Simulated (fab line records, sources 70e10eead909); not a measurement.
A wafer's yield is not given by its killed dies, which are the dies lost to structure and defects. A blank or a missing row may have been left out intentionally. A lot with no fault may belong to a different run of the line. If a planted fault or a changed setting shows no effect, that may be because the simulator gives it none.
Which tool was responsible? / flow nand-harc / 12 lots with 36 wafers sampled at 5 steps, on a route of 1159 steps

## WHAT EACH GAUGE READ, for each wafer
NHARC_A_CONTACT_CD_MEAS_80.
lot=L074; measured=day 17 08:11; on=cd-sem-02; cd-nm (nm)=188.5 188.6 188.9
lot=L079; measured=day 17 10:18; on=cd-sem-01; cd-nm (nm)=190.6 189.9 189.4
lot=L078; measured=day 17 13:10; on=cd-sem-02; cd-nm (nm)=190.7 190.8 189.5
lot=L081; measured=day 18 11:00; on=cd-sem-02; cd-nm (nm)=189.7 190.0 189.8
lot=L082; measured=day 18 16:12; on=cd-sem-03; cd-nm (nm)=190.9 190.3 191.0
lot=L084; measured=day 19 05:44; on=cd-sem-02; cd-nm (nm)=187.7 187.5 187.8
lot=L086; measured=day 19 15:56; on=cd-sem-03; cd-nm (nm)=189.9 190.0 189.4
lot=L089; measured=day 20 13:14; on=cd-sem-01; cd-nm (nm)=188.9 189.6 189.2
lot=L091; measured=day 20 22:59; on=cd-sem-01; cd-nm (nm)=188.6 188.8 189.2
lot=L092; measured=day 21 05:27; on=cd-sem-03; cd-nm (nm)=190.1 189.4 189.2
lot=L094; measured=day 22 05:02; on=cd-sem-02; cd-nm (nm)=187.7 188.5 188.6
lot=L097; measured=day 22 10:31; on=cd-sem-02; cd-nm (nm)=188.9 189.2 189.3

## WHAT TOOL EACH LOT RAN ON (gives the tool, then ch and the chambers of the sampled wafers, and finally the start)
lot=L074; NHARC_A_CONTACT_ETCH_115=har-cap-etch-01 ch 0,1, day 16 19:13; NHARC_A_CONTACT_ETCH_90=rie-diel-11 ch 1,2,3, day 16 20:32; NHARC_A_CONTACT_ETCH_127=har-cap-etch-01 ch 0,1, day 17 06:26; NHARC_A_CONTACT_ETCH_131=har-cap-etch-01 ch 0,1, day 17 07:01
lot=L079; NHARC_A_CONTACT_ETCH_115=har-cap-etch-01 ch 0,1, day 16 23:08; NHARC_A_CONTACT_ETCH_90=rie-diel-09 ch 0,2,3, day 17 00:28; NHARC_A_CONTACT_ETCH_127=har-cap-etch-02 ch 0,1, day 17 08:37; NHARC_A_CONTACT_ETCH_131=har-cap-etch-02 ch 0,1, day 17 09:10
lot=L078; NHARC_A_CONTACT_ETCH_115=har-cap-etch-03 ch 1, day 17 04:29; NHARC_A_CONTACT_ETCH_90=rie-diel-11 ch 0,3, day 17 05:48; NHARC_A_CONTACT_ETCH_127=har-cap-etch-01 ch 0,1, day 17 11:31; NHARC_A_CONTACT_ETCH_131=har-cap-etch-01 ch 0,1, day 17 12:05
lot=L081; NHARC_A_CONTACT_ETCH_115=har-cap-etch-01 ch 0,1, day 18 02:14; NHARC_A_CONTACT_ETCH_90=rie-diel-11 ch 0,2, day 18 03:45; NHARC_A_CONTACT_ETCH_127=har-cap-etch-03 ch 0,1, day 18 09:22; NHARC_A_CONTACT_ETCH_131=har-cap-etch-03 ch 0,1, day 18 09:56
lot=L082; NHARC_A_CONTACT_ETCH_115=har-cap-etch-01 ch 0,1, day 18 07:36; NHARC_A_CONTACT_ETCH_90=rie-diel-11 ch 0,3, day 18 09:00; NHARC_A_CONTACT_ETCH_127=har-cap-etch-01 ch 0,1, day 18 14:29; NHARC_A_CONTACT_ETCH_131=har-cap-etch-01 ch 0,1, day 18 15:02
lot=L084; NHARC_A_CONTACT_ETCH_115=har-cap-etch-03 ch 0, day 18 19:29; NHARC_A_CONTACT_ETCH_90=rie-diel-11 ch 0,3, day 18 20:49; NHARC_A_CONTACT_ETCH_127=har-cap-etch-03 ch 0,1, day 19 03:46; NHARC_A_CONTACT_ETCH_131=har-cap-etch-03 ch 0,1, day 19 04:26
lot=L086; NHARC_A_CONTACT_ETCH_115=har-cap-etch-01 ch 0,1, day 19 06:36; NHARC_A_CONTACT_ETCH_90=rie-diel-11 ch 1,2, day 19 08:16; NHARC_A_CONTACT_ETCH_127=har-cap-etch-03 ch 0,1, day 19 14:18; NHARC_A_CONTACT_ETCH_131=har-cap-etch-03 ch 0,1, day 19 14:52
lot=L089; NHARC_A_CONTACT_ETCH_115=har-cap-etch-02 ch 0,1, day 20 02:08; NHARC_A_CONTACT_ETCH_90=rie-diel-06 ch 1,2,3, day 20 03:31; NHARC_A_CONTACT_ETCH_127=har-cap-etch-03 ch 0,1, day 20 11:07; NHARC_A_CONTACT_ETCH_131=har-cap-etch-03 ch 0,1, day 20 11:52
lot=L091; NHARC_A_CONTACT_ETCH_115=har-cap-etch-01 ch 0,1, day 20 14:33; NHARC_A_CONTACT_ETCH_90=rie-diel-06 ch 1,3, day 20 15:52; NHARC_A_CONTACT_ETCH_127=har-cap-etch-01 ch 0,1, day 20 21:24; NHARC_A_CONTACT_ETCH_131=har-cap-etch-01 ch 0,1, day 20 21:58
lot=L092; NHARC_A_CONTACT_ETCH_115=har-cap-etch-03 ch 0,1, day 20 19:39; NHARC_A_CONTACT_ETCH_90=rie-diel-11 ch 0,1,2, day 20 20:58; NHARC_A_CONTACT_ETCH_127=har-cap-etch-03 ch 0,1, day 21 03:51; NHARC_A_CONTACT_ETCH_131=har-cap-etch-03 ch 0,1, day 21 04:25
lot=L094; NHARC_A_CONTACT_ETCH_115=har-cap-etch-02 ch 0,1, day 21 20:09; NHARC_A_CONTACT_ETCH_90=rie-diel-11 ch 1,2,3, day 21 21:28; NHARC_A_CONTACT_ETCH_127=har-cap-etch-01 ch 0,1, day 22 03:20; NHARC_A_CONTACT_ETCH_131=har-cap-etch-01 ch 0,1, day 22 03:54
lot=L097; NHARC_A_CONTACT_ETCH_115=har-cap-etch-03 ch 0,1, day 22 01:16; NHARC_A_CONTACT_ETCH_90=rie-diel-11 ch 1,2,3, day 22 02:36; NHARC_A_CONTACT_ETCH_127=har-cap-etch-02 ch 0,1, day 22 08:55; NHARC_A_CONTACT_ETCH_131=har-cap-etch-02 ch 0,1, day 22 09:29
- NHARC_A_CONTACT_ETCH_115: etches the open film in C4F8/O2/Ar, time 94 s, target depth 922 nm.
- NHARC_A_CONTACT_ETCH_90: etches the open film in CH3F/O2, target depth 40 nm, time 85.7 s.
- NHARC_A_CONTACT_ETCH_127: etches the open film in C4F8/O2/Ar, time 155 s, target depth 956 nm.
- NHARC_A_CONTACT_ETCH_131: etches the open film in C4F8/O2/Ar, time 155 s, target depth 956 nm.

## THE ANSWER, worked out from the rows above alone
Rule: the usual values come from the lots themselves. Put in order of their means at a reading, lots are off if they are a third of the lots or fewer, leave a main group of 4 or more, and stand apart from it by a gap of 3 or more times the standard deviation of the main group's means; of several such gaps the widest counts. Not used: any main group whose means are identical at the precision the tables above print for the reading. Also off: a lot with no number at a reading for which 4 or more lots have one. Any other lot the step has rows for is counted as sound.
Across all readings shown, no lot is off: no conclusion can be drawn from this.

## WHAT HAD BEEN PUT IN BY THE SIMULATOR
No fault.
